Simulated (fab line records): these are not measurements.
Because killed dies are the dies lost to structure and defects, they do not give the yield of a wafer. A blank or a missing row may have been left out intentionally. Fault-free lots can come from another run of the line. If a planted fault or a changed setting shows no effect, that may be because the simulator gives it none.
Matching of chambers || flow n5_finfet || N5_FIN_CUT_STRIP_24 on rie_diel-05 has 4 sister chambers
The step strips in CF4. 14 wafers are shown with their chamber, then 7 later ones without.

## WAFERS PAIRED WITH THEIR CHAMBERS
{"wafer": "L074.2", "chamber": 3, "showerhead_plenum_p_Torr (Torr)": 1.85, "drypump_motor_current_A (A)": 4.9, "oes_product_au (a.u.)": 0.72}
{"wafer": "L074.4", "chamber": 0, "showerhead_plenum_p_Torr (Torr)": 1.77, "drypump_motor_current_A (A)": 5.5, "oes_product_au (a.u.)": 0.72}
{"wafer": "L074.6", "chamber": 2, "showerhead_plenum_p_Torr (Torr)": 1.72, "drypump_motor_current_A (A)": 5.6, "oes_product_au (a.u.)": 0.68}
{"wafer": "L077.1", "chamber": 0, "showerhead_plenum_p_Torr (Torr)": 1.77, "drypump_motor_current_A (A)": 5.6, "oes_product_au (a.u.)": 0.71}
{"wafer": "L077.5", "chamber": 3, "showerhead_plenum_p_Torr (Torr)": 1.85, "drypump_motor_current_A (A)": 4.9, "oes_product_au (a.u.)": 0.71}
{"wafer": "L077.6", "chamber": 0, "showerhead_plenum_p_Torr (Torr)": 1.77, "drypump_motor_current_A (A)": 5.6, "oes_product_au (a.u.)": 0.71}
{"wafer": "L085.3", "chamber": 2, "showerhead_plenum_p_Torr (Torr)": 1.71, "drypump_motor_current_A (A)": 5.6, "oes_product_au (a.u.)": 0.68}
{"wafer": "L085.4", "chamber": 0, "showerhead_plenum_p_Torr (Torr)": 1.77, "drypump_motor_current_A (A)": 5.6, "oes_product_au (a.u.)": 0.71}
{"wafer": "L085.6", "chamber": 3, "showerhead_plenum_p_Torr (Torr)": 1.84, "drypump_motor_current_A (A)": 4.9, "oes_product_au (a.u.)": 0.71}
{"wafer": "L087.1", "chamber": 1, "showerhead_plenum_p_Torr (Torr)": 1.89, "drypump_motor_current_A (A)": 5.4, "oes_product_au (a.u.)": 0.89}
{"wafer": "L087.2", "chamber": 0, "showerhead_plenum_p_Torr (Torr)": 1.77, "drypump_motor_current_A (A)": 5.5, "oes_product_au (a.u.)": 0.71}
{"wafer": "L087.5", "chamber": 1, "showerhead_plenum_p_Torr (Torr)": 1.89, "drypump_motor_current_A (A)": 5.4, "oes_product_au (a.u.)": 0.89}
{"wafer": "L088.1", "chamber": 0, "showerhead_plenum_p_Torr (Torr)": 1.77, "drypump_motor_current_A (A)": 5.5, "oes_product_au (a.u.)": 0.70}
{"wafer": "L088.3", "chamber": 2, "showerhead_plenum_p_Torr (Torr)": 1.71, "drypump_motor_current_A (A)": 5.6, "oes_product_au (a.u.)": 0.67}

SIGNATURES (averages over the wafers above)
{"reading": "showerhead_plenum_p_Torr", "chamber 0": 1.7700, "chamber 1": 1.8900, "chamber 2": 1.7133, "chamber 3": 1.8467, "scatter within a chamber": 0.00365}
{"reading": "drypump_motor_current_A", "chamber 0": 5.550, "chamber 1": 5.400, "chamber 2": 5.600, "chamber 3": 4.900, "scatter within a chamber": 0.0387}
{"reading": "oes_product_au", "chamber 0": 0.7100, "chamber 1": 0.8900, "chamber 2": 0.6767, "chamber 3": 0.7133, "scatter within a chamber": 0.00577}
Rule: a wafer's distance from a chamber is the root of the sum, over the readings, of the square of ((its reading less the chamber's mean) divided by the reading's scatter). The wafer belongs to the nearest chamber; if the next one is less than 2 further off, it can't be placed. How the scatter is found: for the shown wafers, subtract from each reading the mean of its chamber, square and add these, divide the total by (wafers less chambers), then take the root.

## WAFERS MISSING THEIR CHAMBER
{"wafer": "L088.6", "showerhead_plenum_p_Torr (Torr)": 1.77, "drypump_motor_current_A (A)": 5.5, "oes_product_au (a.u.)": 0.71}
{"wafer": "L091.2", "showerhead_plenum_p_Torr (Torr)": 1.84, "drypump_motor_current_A (A)": 4.9, "oes_product_au (a.u.)": 0.70}
{"wafer": "L091.4", "showerhead_plenum_p_Torr (Torr)": 1.71, "drypump_motor_current_A (A)": 5.6, "oes_product_au (a.u.)": 0.67}
{"wafer": "L091.6", "showerhead_plenum_p_Torr (Torr)": 1.77, "drypump_motor_current_A (A)": 5.6, "oes_product_au (a.u.)": 0.70}
{"wafer": "L092.3", "showerhead_plenum_p_Torr (Torr)": 1.77, "drypump_motor_current_A (A)": 5.6, "oes_product_au (a.u.)": 0.70}
{"wafer": "L092.4", "showerhead_plenum_p_Torr (Torr)": 1.84, "drypump_motor_current_A (A)": 5.0, "oes_product_au (a.u.)": 0.69}
{"wafer": "L092.5", "showerhead_plenum_p_Torr (Torr)": 1.77, "drypump_motor_current_A (A)": 5.6, "oes_product_au (a.u.)": 0.70}

## EACH ONE'S CHAMBER
{"wafer": "L088.6", "from the rows above": 0, "in truth": 0}
{"wafer": "L091.2", "from the rows above": 3, "in truth": 3}
{"wafer": "L091.4", "from the rows above": 2, "in truth": 2}
{"wafer": "L091.6", "from the rows above": 0, "in truth": 0}
{"wafer": "L092.3", "from the rows above": 0, "in truth": 0}
{"wafer": "L092.4", "from the rows above": 3, "in truth": 3}
{"wafer": "L092.5", "from the rows above": 0, "in truth": 0}
Correct placement for 7 of the 7. Number that these rows cannot place: 0. 0 placed wrongly.
